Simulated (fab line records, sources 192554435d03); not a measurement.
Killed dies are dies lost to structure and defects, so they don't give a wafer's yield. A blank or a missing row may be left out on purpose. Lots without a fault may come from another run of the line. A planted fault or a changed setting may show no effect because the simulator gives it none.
Split-lot experiment | flow n5_finfet | 7 lots, 21 wafers read, on a route of 1938 steps

THE SPLIT
At N5_BEOL_M15_SPUTTER_44 (material Ta, target thk 15 nm, time 24.19 s), the setting power_w was moved away from the recipe's 15000 W on 6 of the 21 wafers read, by -16.1% to +12.8%. The other wafers ran this setting at the recipe's value.

The reading is taken at the split's own step.

THE READING
Ta_of_BEOL_M15_SPUTTER_44.thk_nm (the simulator's own value, which no gauge read), in nm, at N5_BEOL_M15_SPUTTER_44 (material Ta, target thk 15 nm, time 24.19 s). The file gives no usual value for it. The 15 wafers here that ran the recipe average 15.1 nm, standard deviation 0.22 nm.

wafer  | tool, chamber at the split | power_w as run, W | against the recipe | Ta_of_BEOL_M15_SPUTTER_44.thk_nm, nm | against lot-mates on the recipe
L077.2 | pvd_sputter-01, -          | 15000             | recipe             | 15.4                                 | -
L077.5 | pvd_sputter-01, -          | 15000             | recipe             | 15.2                                 | -
L077.6 | pvd_sputter-01, -          | 15000             | recipe             | 15.6                                 | -
L080.2 | pvd_sputter-01, -          | 16370             | +9.1%              | 16.6                                 | +1.4
L080.5 | pvd_sputter-01, -          | 16370             | +9.1%              | 16.6                                 | +1.4
L080.3 | pvd_sputter-01, -          | 15000             | recipe             | 15.2                                 | -
L085.2 | pvd_sputter-03, -          | 15000             | recipe             | 15                                   | -
L085.3 | pvd_sputter-03, -          | 15000             | recipe             | 15                                   | -
L085.5 | pvd_sputter-03, -          | 15000             | recipe             | 15                                   | -
L090.2 | pvd_sputter-03, -          | 14290             | -4.7%              | 14.6                                 | -0.6
L090.4 | pvd_sputter-03, -          | 14290             | -4.7%              | 14.4                                 | -0.8
L090.6 | pvd_sputter-03, -          | 15000             | recipe             | 15.2                                 | -
L093.1 | pvd_sputter-01, -          | 15000             | recipe             | 14.8                                 | -
L093.5 | pvd_sputter-01, -          | 15000             | recipe             | 14.8                                 | -
L093.6 | pvd_sputter-01, -          | 15000             | recipe             | 14.8                                 | -
L096.3 | pvd_sputter-01, -          | 15000             | recipe             | 15                                   | -
L096.4 | pvd_sputter-01, -          | 15000             | recipe             | 15.2                                 | -
L096.6 | pvd_sputter-01, -          | 16920             | +12.8%             | 17                                   | +1.9
L097.3 | pvd_sputter-02, -          | 15000             | recipe             | 15.2                                 | -
L097.5 | pvd_sputter-02, -          | 15000             | recipe             | 15                                   | -
L097.6 | pvd_sputter-02, -          | 12590             | -16.1%             | 12.6                                 | -2.5

THE FIT
A straight line over all 21 wafers: Ta_of_BEOL_M15_SPUTTER_44.thk_nm changes by +0.154 nm for each +1% of power_w; r = +0.97; the points scatter about the line by 0.2 nm.
The same after taking each lot's own level away (the mean of its wafers on the recipe; 21 wafers): +0.153 nm for each +1%; r = +1.00; scatter 0.088 nm.
On that fit, the largest move of power_w shifts the reading by 2.5 nm.
The lots' own levels span 14.80 to 15.40 nm, that is 2.8 times the standard deviation above.
So the lot-to-lot level changes the slope little: the two slopes agree.
Check: with one of the wafers moved furthest among these (-16.1%) left out of the fit, the line predicts -2.41 nm for it against its lot-mates. It came out at -2.5 nm against them.

OTHER SPLITS ON THESE WAFERS
These wafers also went through other splits before the reading. Each is held against what the fit with the lots' levels taken away leaves over:
other split on the same wafers | wafers away from the commonest value | r with Ta_of_BEOL_M15_SPUTTER_44.thk_nm (lot level and that fit taken away)
N5_BEOL_M13_ETCH_59 time_s     | 8                                    | -0.17
N5_BEOL_M14_EXPOSE_07 dose_mj  | 2                                    | +0.14

THE FILE'S OWN FIT
Ta_of_BEOL_M15_SPUTTER_44.thk_nm changes by +0.153 nm for each +1% of power_w, r = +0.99.
